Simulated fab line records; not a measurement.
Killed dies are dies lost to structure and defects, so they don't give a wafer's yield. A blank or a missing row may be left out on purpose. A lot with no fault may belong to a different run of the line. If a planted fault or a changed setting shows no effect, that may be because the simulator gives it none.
The tool behind it: which one? ; flow n5 finfet ; 7 lots, 19 wafers sampled, at 4 steps of a route of 1938

## WHAT THE GAUGES READ, wafer by wafer
N5_BEOL_M7_OCD_MEAS_38.
lot;measured;on;trench depth nm (nm)
L100;day 11 14:17;ocd-01;90.4 93.3
L104;day 12 23:05;ocd-02;108.8 93.5 91.0
L108;day 13 07:57;ocd-01;110.7 108.6 93.5
L117;day 15 08:42;ocd-01;92.8 94.3
L118;day 16 02:17;ocd-02;93.5 93.2 93.6
L119;day 16 17:46;ocd-01;94.7 90.5 94.2
L121;day 16 17:45;ocd-02;95.0 91.5 94.2

## WHAT TOOL EACH LOT RAN ON (gives the tool, then ch and the chambers of the sampled wafers, and finally the start)
lot;N5_BEOL_M7_DESCUM_16;N5_BEOL_M7_DESCUM_33;N5_BEOL_M7_TRENCH_ETCH_37
L100;rie diel-03 ch 2,3, day 11 11:40;rie diel-03 ch 2,3, day 11 13:51;rie diel-03 ch 2,3, day 11 14:07
L104;rie diel-06 ch 0,1,3, day 12 20:44;rie diel-03 ch 0,1, day 12 22:39;rie diel-03 ch 0,1, day 12 22:56
L108;rie diel-03 ch 0,3, day 13 04:17;rie diel-03 ch 0,1,3, day 13 07:31;rie diel-03 ch 0,1,3, day 13 07:47
L117;rie diel-03 ch 1,2, day 15 06:08;rie diel-06 ch 1, day 15 08:16;rie diel-06 ch 1, day 15 08:32
L118;rie diel-02 ch 0,1,2, day 15 23:22;rie diel-03 ch 2,3, day 16 01:51;rie diel-03 ch 2,3, day 16 02:07
L119;rie diel-06 ch 1,2, day 16 11:44;rie diel-03 ch 0,1, day 16 17:19;rie diel-03 ch 0,1, day 16 17:36
L121;rie diel-06 ch 0,1,2, day 16 12:51;rie diel-02 ch 0,2, day 16 17:19;rie diel-02 ch 0,2, day 16 17:35
- N5_BEOL_M7_DESCUM_16: chemistry O2, time 7.9 s.
- N5_BEOL_M7_DESCUM_33: chemistry O2, time 7 s.
- N5_BEOL_M7_TRENCH_ETCH_37: etches SiCOH lowk in C4F6/O2, target depth 93.478 nm, time 31.2 s.

## THE ANSWER, worked out from the rows above alone
Rule: what is usual is taken from the lots themselves. Put in order of their means at a reading, lots are off if they are a third of the lots or fewer, leave a main group of 4 or more, and stand apart from it by a gap of 3 or more times the standard deviation of the main group's means; of several such gaps the widest counts. A main group is skipped when, at the precision printed for the reading in the tables above, its means are all equal. Also off: a lot with no number at a reading for which 4 or more lots have one. The other lots that the step has rows for count as sound.
Off at N5_BEOL_M7_OCD_MEAS_38 (trench depth nm): L104, L108. For the main group the mean is 93.1 nm and the standard deviation 0.65.
If a tool, at a process step before that reading, ran all the lots that are off and no sound lot after the first of them, it fits. The gauges at N5_BEOL_M7_OCD_MEAS_38 are tried like those tools. None of those tried fits.

## WHAT THE SIMULATOR HAD PUT IN
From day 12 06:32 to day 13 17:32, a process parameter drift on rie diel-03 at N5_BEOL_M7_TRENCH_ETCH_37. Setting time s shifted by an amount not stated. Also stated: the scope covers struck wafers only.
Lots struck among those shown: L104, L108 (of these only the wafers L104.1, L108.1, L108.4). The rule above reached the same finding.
